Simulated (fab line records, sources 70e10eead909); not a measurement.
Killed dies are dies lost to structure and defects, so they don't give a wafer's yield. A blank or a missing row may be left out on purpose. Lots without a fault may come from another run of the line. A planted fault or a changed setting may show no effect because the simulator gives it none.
Which tool did it? | flow nand_harc | 11 lots, 33 wafers sampled, at 2 steps of a route of 1302

WHAT THE GAUGES READ, wafer by wafer
NHARC_A_CHANNEL_HOLE_D1_CD_MEAS_18.
lot  | measured     | on        | cd_nm (nm)
L075 | day 8 21:35  | cd_sem-03 | 101.6 101.2 102.3
L077 | day 9 14:34  | cd_sem-02 | 99.2 100.5 97.7
L080 | day 10 21:30 | cd_sem-03 | 101.2 98.2 97.2
L081 | day 11 07:11 | cd_sem-03 | 100.7 96.6 98.9
L083 | day 12 10:09 | cd_sem-01 | 98.9 102.8 95.6
L086 | day 13 11:49 | cd_sem-03 | 99.0 100.3 100.8
L087 | day 13 23:47 | cd_sem-03 | 100.1 103.7 100.5
L089 | day 14 17:01 | cd_sem-03 | 103.2 99.7 101.2
L091 | day 15 17:46 | cd_sem-03 | 99.6 102.2 101.6
L093 | day 16 05:20 | cd_sem-02 | 100.4 98.4 100.3
L095 | day 17 09:59 | cd_sem-02 | 98.7 100.7 99.7

WHICH TOOL RAN EACH LOT (tool, then ch and the chambers of the sampled wafers, then the start)
lot  | NHARC_A_CHANNEL_HOLE_D1_DEP_01
L075 | pecvd-01 ch 0,1,2, day 8 19:35
L077 | pecvd-02 ch 1,2, day 9 12:31
L080 | pecvd-01 ch 0,2, day 10 19:28
L081 | pecvd-01 ch 1,2, day 11 05:11
L083 | pecvd-01 ch 1,2, day 12 07:52
L086 | pecvd-01 ch 0,1,2, day 13 09:57
L087 | pecvd-04 ch 0,2, day 13 21:49
L089 | pecvd-01 ch 0,1, day 14 15:00
L091 | pecvd-04 ch 0,1,2, day 15 15:41
L093 | pecvd-01 ch 0,1,2, day 16 03:27
L095 | pecvd-04 ch 1,2, day 17 07:58
- NHARC_A_CHANNEL_HOLE_D1_DEP_01: deposits SiON, target thk 140 nm.

THE ANSWER, worked out from the rows above alone
Rule: what is usual is taken from the lots themselves. Put in order of their means at a reading, lots are off if they are a third of the lots or fewer, leave a main group of 4 or more, and stand apart from it by a gap of 3 or more times the standard deviation of the main group's means; of several such gaps the widest counts. A main group whose means are all the same, to the digits that the tables above print for the reading, isn't used. A lot without any number at a reading at which 4 lots or more have one is off too. The other lots that the step has rows for count as sound.
No lot is off at any reading shown: from this, nothing can be told.

WHAT THE SIMULATOR HAD PUT IN
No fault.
